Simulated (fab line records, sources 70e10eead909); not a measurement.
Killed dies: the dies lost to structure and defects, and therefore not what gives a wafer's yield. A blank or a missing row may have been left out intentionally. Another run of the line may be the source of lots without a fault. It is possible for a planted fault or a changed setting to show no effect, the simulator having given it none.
Chamber matching || flow nand-harc || rie-diel-11 running NHARC_P_CONTACT_ETCH_35: 4 sister chambers
The step etches the open film in CF4, target depth 39 nm, time 65 s. 4 wafers are shown with their chamber, then 7 later ones without.

WAFERS WITH THEIR CHAMBER
{"wafer": "L079.2", "chamber": 0, "drypump-motor-current-A (A)": 5.7}
{"wafer": "L089.2", "chamber": 2, "drypump-motor-current-A (A)": 5.2}
{"wafer": "L090.1", "chamber": 3, "drypump-motor-current-A (A)": 6.2}
{"wafer": "L090.3", "chamber": 1, "drypump-motor-current-A (A)": 6.5}

WAFERS WITH NO CHAMBER GIVEN
{"wafer": "L090.6", "drypump-motor-current-A (A)": 5.2}
{"wafer": "L093.1", "drypump-motor-current-A (A)": 6.5}
{"wafer": "L093.3", "drypump-motor-current-A (A)": 5.2}
{"wafer": "L093.6", "drypump-motor-current-A (A)": 6.1}
{"wafer": "L096.2", "drypump-motor-current-A (A)": 6.5}
{"wafer": "L096.4", "drypump-motor-current-A (A)": 5.2}
{"wafer": "L096.6", "drypump-motor-current-A (A)": 5.7}

CHAMBER TAKEN BY EACH
{"wafer": "L090.6", "from the rows above": 2, "in truth": 2}
{"wafer": "L093.1", "from the rows above": 1, "in truth": 1}
{"wafer": "L093.3", "from the rows above": 2, "in truth": 2}
{"wafer": "L093.6", "from the rows above": 3, "in truth": 3}
{"wafer": "L096.2", "from the rows above": 1, "in truth": 1}
{"wafer": "L096.4", "from the rows above": 2, "in truth": 2}
{"wafer": "L096.6", "from the rows above": 0, "in truth": 0}
Correctly placed: 7 of 7. Number that these rows cannot place: 0. Wrongly placed: 0.
How it was worked out, from the rows above alone: a wafer's distance from a chamber is the root of the sum, over the readings, of the square of ((its reading less the chamber's mean) divided by the reading's scatter). If the next closest chamber is less than 2 further off than the closest, the wafer can't be placed; otherwise it belongs to the closest. A chamber's mean is the mean of its shown wafers. The scatter (one wafer shown for each chamber): square how far every hidden wafer sits from the nearest shown wafer, average those squares and take the square root.
